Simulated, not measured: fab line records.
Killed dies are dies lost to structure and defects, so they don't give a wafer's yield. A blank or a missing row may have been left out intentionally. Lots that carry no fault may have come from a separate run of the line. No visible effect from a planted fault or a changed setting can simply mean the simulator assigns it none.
Matching of chambers | flow n5_finfet | 4 sister chambers for N5_BEOL_M11_DESCUM_33 on rie_diel-03
The step chemistry O2, time 7.9 s. 8 wafers are shown with their chamber, then 7 later ones without.

== WAFERS, EACH WITH ITS CHAMBER ==
wafer  | chamber | drypump_motor_current_A (A) | throttle_valve_pct (%)
L080.5 | 3       | 5.9                         | 20.3
L080.6 | 2       | 5.9                         | 20.4
L082.3 | 1       | 4.9                         | 20.4
L087.1 | 0       | 5.8                         | 21.1
L087.2 | 1       | 4.9                         | 20.4
L087.5 | 3       | 5.9                         | 20.3
L090.1 | 2       | 6.0                         | 20.1
L090.4 | 0       | 5.8                         | 21.1

== WAFERS WHOSE CHAMBER IS MISSING ==
wafer  | drypump_motor_current_A (A) | throttle_valve_pct (%)
L090.5 | 5.9                         | 20.4
L094.2 | 5.8                         | 21.1
L094.3 | 4.9                         | 20.4
L094.4 | 5.9                         | 20.4
L095.3 | 6.0                         | 20.1
L095.5 | 5.9                         | 20.4
L095.6 | 5.8                         | 21.1

== EACH ONE'S CHAMBER ==
wafer  | from the rows above     | in truth
L090.5 | can't be placed: 3 or 2 | 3
L094.2 | 0                       | 0
L094.3 | 1                       | 1
L094.4 | can't be placed: 3 or 2 | 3
L095.3 | can't be placed: 2 or 3 | 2
L095.5 | can't be placed: 3 or 2 | 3
L095.6 | 0                       | 0
Correctly placed: 3 of 7. Can't be placed from these rows: 4 (the true chamber is among the candidates in 4). Wrongly placed: 0.
How it was worked out, from the rows above alone: a wafer's distance from a chamber is the root of the sum, over the readings, of the square of ((its reading less the chamber's mean) divided by the reading's scatter). If the next closest chamber is less than 2 further off than the closest, the wafer can't be placed; otherwise it belongs to the closest. For every chamber, the mean is computed from those of its wafers that are shown. How the scatter is found: for the shown wafers, subtract from each reading the mean of its chamber, square and add these, divide the total by (wafers less chambers), then take the root.
